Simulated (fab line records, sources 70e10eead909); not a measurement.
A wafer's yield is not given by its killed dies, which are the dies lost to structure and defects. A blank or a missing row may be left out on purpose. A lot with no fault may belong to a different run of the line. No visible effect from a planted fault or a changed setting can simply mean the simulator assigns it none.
Matching of chambers | flow nandHarc | 4 sister chambers for NHARC_A_BLC_ETCH_16 on rieDiel-12
The step etches the open film in CF4, target depth 39 nm, time 65 s. 14 wafers are shown with their chamber, then 7 later ones without.

== WAFERS WITH THEIR CHAMBER ==
wafer  | chamber | rfVppV (V) | oesProductAu (a.u.) | throttleValvePct (%)
L190.1 | 1       | 151.6      | 0.999               | 13.278
L190.5 | 3       | 148.2      | 0.993               | 13.301
L190.6 | 2       | 151.7      | 1.001               | 13.279
L193.1 | 1       | 151.6      | 0.997               | 13.296
L193.5 | 3       | 150.6      | 0.990               | 13.275
L193.6 | 2       | 151.5      | 0.997               | 13.283
L197.1 | 3       | 150.0      | 1.002               | 13.281
L197.5 | 2       | 150.9      | 1.001               | 13.278
L197.6 | 1       | 153.4      | 1.014               | 13.281
L199.4 | 3       | 150.0      | 1.001               | 13.274
L199.5 | 1       | 152.5      | 1.000               | 13.260
L199.6 | 0       | 151.5      | 1.010               | 13.276
L201.2 | 1       | 152.4      | 0.996               | 13.285
L201.4 | 2       | 153.4      | 0.998               | 13.290

SIGNATURES (averages over the wafers above)
reading          | chamber 0 | chamber 1 | chamber 2 | chamber 3 | scatter within a chamber
rfVppV           | 151.500   | 152.300   | 151.875   | 149.700   | 0.945
oesProductAu     | 1.01000   | 1.00120   | 0.99925   | 0.99650   | 0.00577
throttleValvePct | 13.27600  | 13.28000  | 13.28250  | 13.28275  | 0.0112
Rule: a wafer's distance from a chamber is the root of the sum, over the readings, of the square of ((its reading less the chamber's mean) divided by the reading's scatter). If the next closest chamber is less than 2 further off than the closest, the wafer can't be placed; otherwise it belongs to the closest. The scatter: the root of (the sum of the squares of (reading less its chamber's mean) over the shown wafers, divided by (wafers less chambers)).

== WAFERS MISSING THEIR CHAMBER ==
wafer  | rfVppV (V) | oesProductAu (a.u.) | throttleValvePct (%)
L201.6 | 153.5      | 1.007               | 13.293
L205.3 | 152.7      | 1.000               | 13.276
L205.4 | 150.2      | 0.999               | 13.276
L205.6 | 151.4      | 0.993               | 13.276
L213.3 | 153.5      | 1.001               | 13.286
L213.5 | 151.5      | 1.002               | 13.286
L213.6 | 152.2      | 1.007               | 13.287

== CHAMBER TAKEN BY EACH ==
wafer  | from the rows above               | in truth
L201.6 | can't be placed: 1 or 2 or 0      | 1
L205.3 | can't be placed: 1 or 2 or 0      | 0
L205.4 | can't be placed: 3 or 2 or 1 or 0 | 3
L205.6 | can't be placed: 2 or 1 or 3 or 0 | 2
L213.3 | can't be placed: 1 or 2 or 0      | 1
L213.5 | can't be placed: 2 or 1 or 0 or 3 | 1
L213.6 | can't be placed: 1 or 0 or 2      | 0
Correctly placed: 0 of 7. Not placeable from these rows: 7 (in 7, the candidates include the true chamber). Number placed wrongly: 0.
